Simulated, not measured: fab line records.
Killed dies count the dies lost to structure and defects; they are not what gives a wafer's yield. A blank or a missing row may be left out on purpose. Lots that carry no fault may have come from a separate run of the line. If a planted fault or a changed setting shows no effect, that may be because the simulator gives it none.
Which tool was responsible? || flow nand_harc || 13 lots with 39 wafers sampled at 5 steps, on a route of 1302 steps

== WHAT EACH GAUGE READ, for each wafer ==
NHARC_THIN_TSV_CD_MEAS_16.
{"lot": "L368", "measured": "day 24 06:20", "on": "cd_sem-01", "cd_nm (nm)": "997.8 998.8 998.8"}
{"lot": "L369", "measured": "day 24 07:47", "on": "cd_sem-03", "cd_nm (nm)": "996.4 997.3 997.1"}
{"lot": "L370", "measured": "day 24 17:58", "on": "cd_sem-03", "cd_nm (nm)": "1001.9 997.8 997.1"}
{"lot": "L372", "measured": "day 25 00:59", "on": "cd_sem-01", "cd_nm (nm)": "998.3 999.2 998.7"}
{"lot": "L371", "measured": "day 25 11:36", "on": "cd_sem-01", "cd_nm (nm)": "996.0 997.3 999.0"}
{"lot": "L373", "measured": "day 25 10:24", "on": "cd_sem-03", "cd_nm (nm)": "1001.7 999.6 1002.6"}
{"lot": "L374", "measured": "day 26 09:20", "on": "cd_sem-03", "cd_nm (nm)": "997.8 999.5 1000.7"}
{"lot": "L375", "measured": "day 26 18:46", "on": "cd_sem-01", "cd_nm (nm)": "999.8 999.1 1000.8"}
{"lot": "L376", "measured": "day 26 23:43", "on": "cd_sem-03", "cd_nm (nm)": "1000.2 1000.2 996.6"}
{"lot": "L377", "measured": "day 27 10:28", "on": "cd_sem-01", "cd_nm (nm)": "1000.0 1000.1 1001.2"}
{"lot": "L384", "measured": "day 30 23:55", "on": "cd_sem-01", "cd_nm (nm)": "998.7 1000.3 999.9"}
{"lot": "L387", "measured": "day 31 07:32", "on": "cd_sem-03", "cd_nm (nm)": "999.9 996.3 998.4"}
{"lot": "L388", "measured": "day 31 14:07", "on": "cd_sem-03", "cd_nm (nm)": "997.0 999.3 1001.0"}

NHARC_THIN_TSV_CD_MEAS_37.
{"lot": "L368", "measured": "day 24 13:02", "on": "cd_sem-02", "cd_nm (nm)": "4996.8 4997.7 4999.2"}
{"lot": "L369", "measured": "day 24 14:15", "on": "cd_sem-02", "cd_nm (nm)": "4994.8 4997.6 4999.9"}
{"lot": "L370", "measured": "day 25 00:24", "on": "cd_sem-03", "cd_nm (nm)": "5000.4 4999.6 4999.9"}
{"lot": "L372", "measured": "day 25 07:23", "on": "cd_sem-01", "cd_nm (nm)": "4995.3 5001.5 5002.7"}
{"lot": "L371", "measured": "day 25 18:00", "on": "cd_sem-03", "cd_nm (nm)": "4994.1 4997.2 4998.7"}
{"lot": "L373", "measured": "day 25 16:55", "on": "cd_sem-01", "cd_nm (nm)": "5005.4 4999.7 5005.0"}
{"lot": "L374", "measured": "day 26 15:43", "on": "cd_sem-01", "cd_nm (nm)": "4997.2 5000.9 5000.4"}
{"lot": "L375", "measured": "day 27 01:06", "on": "cd_sem-03", "cd_nm (nm)": "4999.1 5000.1 4999.4"}
{"lot": "L376", "measured": "day 27 05:58", "on": "cd_sem-03", "cd_nm (nm)": "5004.7 5003.1 5000.0"}
{"lot": "L377", "measured": "day 27 16:48", "on": "cd_sem-01", "cd_nm (nm)": "4997.5 4997.7 4998.1"}
{"lot": "L384", "measured": "day 31 06:17", "on": "cd_sem-02", "cd_nm (nm)": "5002.4 5004.4 5004.6"}
{"lot": "L387", "measured": "day 31 13:58", "on": "cd_sem-02", "cd_nm (nm)": "5003.7 4998.3 5001.8"}
{"lot": "L388", "measured": "day 31 20:23", "on": "cd_sem-03", "cd_nm (nm)": "4996.0 5000.3 5000.8"}

NHARC_END_SORT_01.
{"lot": "L384", "measured": "day 31 15:49", "on": "prober-02", "killed_at_array": "106 142 132", "killed_at_other": "0 0 0", "killed_at_periphery": "5 4 5", "killed_dies": "111 146 137", "killed_open": "1 5 5", "killed_short": "3 3 0"}
{"lot": "L387", "measured": "day 32 05:02", "on": "prober-01", "killed_at_array": "149 137 149", "killed_at_other": "0 1 0", "killed_at_periphery": "5 4 3", "killed_dies": "154 142 152", "killed_open": "4 2 2", "killed_short": "1 1 1"}

== EACH LOT AND THE TOOL THAT RAN IT (in order: tool; ch and the chambers of the sampled wafers; start) ==
{"lot": "L368", "NHARC_A_CONTACT_STRIP_83": "wet_bench-05 ch 0,2,7, day 22 13:33", "NHARC_THIN_TSV_CMP_21": "cmp-04 ch 0,1,3, day 24 09:52"}
{"lot": "L369", "NHARC_A_CONTACT_STRIP_83": "wet_bench-04 ch 3,4,5, day 22 14:57", "NHARC_THIN_TSV_CMP_21": "cmp-03 ch 0,2,3, day 24 11:15"}
{"lot": "L370", "NHARC_A_CONTACT_STRIP_83": "wet_bench-04 ch 2,5,6, day 22 23:25", "NHARC_THIN_TSV_CMP_21": "cmp-03 ch 0,3, day 24 21:29"}
{"lot": "L372", "NHARC_A_CONTACT_STRIP_83": "wet_bench-04 ch 0,3,7, day 23 09:17", "NHARC_THIN_TSV_CMP_21": "cmp-03 ch 1,2,3, day 25 04:25"}
{"lot": "L371", "NHARC_A_CONTACT_STRIP_83": "wet_bench-04 ch 4,5,7, day 23 17:41", "NHARC_THIN_TSV_CMP_21": "cmp-01 ch 1,2,3, day 25 15:03"}
{"lot": "L373", "NHARC_A_CONTACT_STRIP_83": "wet_bench-05 ch 1,2,6, day 23 18:06", "NHARC_THIN_TSV_CMP_21": "cmp-01 ch 0,2,3, day 25 13:52"}
{"lot": "L374", "NHARC_A_CONTACT_STRIP_83": "wet_bench-05 ch 3,6,7, day 24 18:00", "NHARC_THIN_TSV_CMP_21": "cmp-01 ch 1,2, day 26 12:40"}
{"lot": "L375", "NHARC_A_CONTACT_STRIP_83": "wet_bench-04 ch 0,4,7, day 25 01:50", "NHARC_THIN_TSV_CMP_21": "cmp-04 ch 1,3, day 26 22:11"}
{"lot": "L376", "NHARC_A_CONTACT_STRIP_83": "wet_bench-05 ch 2,3,4, day 25 07:55", "NHARC_THIN_TSV_CMP_21": "cmp-04 ch 0,1,2, day 27 03:06"}
{"lot": "L377", "NHARC_A_CONTACT_STRIP_83": "wet_bench-04 ch 2,5,6, day 25 15:08", "NHARC_THIN_TSV_CMP_21": "cmp-04 ch 0,1,2, day 27 13:53"}
{"lot": "L384", "NHARC_A_CONTACT_STRIP_83": "wet_bench-04 ch 0,2,5, day 29 04:35", "NHARC_THIN_TSV_CMP_21": "cmp-03 ch 1,3, day 31 03:14"}
{"lot": "L387", "NHARC_A_CONTACT_STRIP_83": "wet_bench-04 ch 4,5,6, day 29 15:52", "NHARC_THIN_TSV_CMP_21": "cmp-04 ch 0,1,3, day 31 10:54"}
{"lot": "L388", "NHARC_A_CONTACT_STRIP_83": "wet_bench-05 ch 0,3,6, day 30 00:28", "NHARC_THIN_TSV_CMP_21": "cmp-04 ch 0,1,2, day 31 17:33"}
- NHARC_A_CONTACT_STRIP_83: strips in post etch residue remover, time 600 s.
- NHARC_THIN_TSV_CMP_21: polishes, t overpolish 30 s, target thk 2000 nm.

== AS READ BY THE TOOLS THEMSELVES (means over the sampled wafers that have a number; for cases with no such wafer, the mark the record gives instead) ==
NHARC_THIN_TSV_CMP_21.
{"lot": "L368", "tool": "cmp-04", "motor_current_A (A)": 11.6, "overpolish_run_s (s)": 29.990, "slurry_filter_dp_kPa (kPa)": 13.52, "slurry_flow_ml_min": 150.1}
{"lot": "L369", "tool": "cmp-03", "motor_current_A (A)": 11.8, "overpolish_run_s (s)": 30.000, "slurry_filter_dp_kPa (kPa)": 13.50, "slurry_flow_ml_min": 149.9}
{"lot": "L370", "tool": "cmp-03", "motor_current_A (A)": 11.5, "overpolish_run_s (s)": 30.001, "slurry_filter_dp_kPa (kPa)": 13.49, "slurry_flow_ml_min": 149.9}
{"lot": "L372", "tool": "cmp-03", "motor_current_A (A)": 11.9, "overpolish_run_s (s)": 30.005, "slurry_filter_dp_kPa (kPa)": 13.50, "slurry_flow_ml_min": 150.0}
{"lot": "L371", "tool": "cmp-01", "motor_current_A (A)": 11.7, "overpolish_run_s (s)": 30.004, "slurry_filter_dp_kPa (kPa)": 13.52, "slurry_flow_ml_min": 150.3}
{"lot": "L373", "tool": "cmp-01", "motor_current_A (A)": 11.1, "overpolish_run_s (s)": 29.990, "slurry_filter_dp_kPa (kPa)": 13.66, "slurry_flow_ml_min": 149.7}
{"lot": "L374", "tool": "cmp-01", "motor_current_A (A)": 12.9, "overpolish_run_s (s)": 30.004, "slurry_filter_dp_kPa (kPa)": 13.39, "slurry_flow_ml_min": 150.3}
{"lot": "L375", "tool": "cmp-04", "motor_current_A (A)": 11.3, "overpolish_run_s (s)": 29.996, "slurry_filter_dp_kPa (kPa)": 13.46, "slurry_flow_ml_min": 149.9}
{"lot": "L376", "tool": "cmp-04", "motor_current_A (A)": 12.2, "overpolish_run_s (s)": 29.997, "slurry_filter_dp_kPa (kPa)": 13.37, "slurry_flow_ml_min": 150.3}
{"lot": "L377", "tool": "cmp-04", "motor_current_A (A)": 11.5, "overpolish_run_s (s)": 30.003, "slurry_filter_dp_kPa (kPa)": 13.49, "slurry_flow_ml_min": 150.1}
{"lot": "L384", "tool": "cmp-03", "motor_current_A (A)": 12.0, "overpolish_run_s (s)": 30.007, "slurry_filter_dp_kPa (kPa)": 13.49, "slurry_flow_ml_min": 149.9}
{"lot": "L387", "tool": "cmp-04", "motor_current_A (A)": 11.7, "overpolish_run_s (s)": 30.011, "slurry_filter_dp_kPa (kPa)": 13.64, "slurry_flow_ml_min": 150.0}
{"lot": "L388", "tool": "cmp-04", "motor_current_A (A)": 11.7, "overpolish_run_s (s)": 30.002, "slurry_filter_dp_kPa (kPa)": 13.54, "slurry_flow_ml_min": 150.0}

== THE ANSWER, worked out from the rows above alone ==
Rule: the usual values come from the lots themselves. Put in order of their means at a reading, lots are off if they are a third of the lots or fewer, leave a main group of 4 or more, and stand apart from it by a gap of 3 or more times the standard deviation of the main group's means; of several such gaps the widest counts. Not used: any main group whose means are identical at the precision the tables above print for the reading. Also off: a lot with no number at a reading for which 4 or more lots have one. Any other lot the step has rows for is counted as sound. After the gauges, taken in route order, come the tools' own readings; for these a lot's mean is taken, as printed above. At the first step where some lot is off, the reading lying furthest off is the one used; lots without a number count as furthest.
Nothing can be told from this: no lot is off at any reading shown.

== WHAT THE SIMULATOR HAD INSERTED ==
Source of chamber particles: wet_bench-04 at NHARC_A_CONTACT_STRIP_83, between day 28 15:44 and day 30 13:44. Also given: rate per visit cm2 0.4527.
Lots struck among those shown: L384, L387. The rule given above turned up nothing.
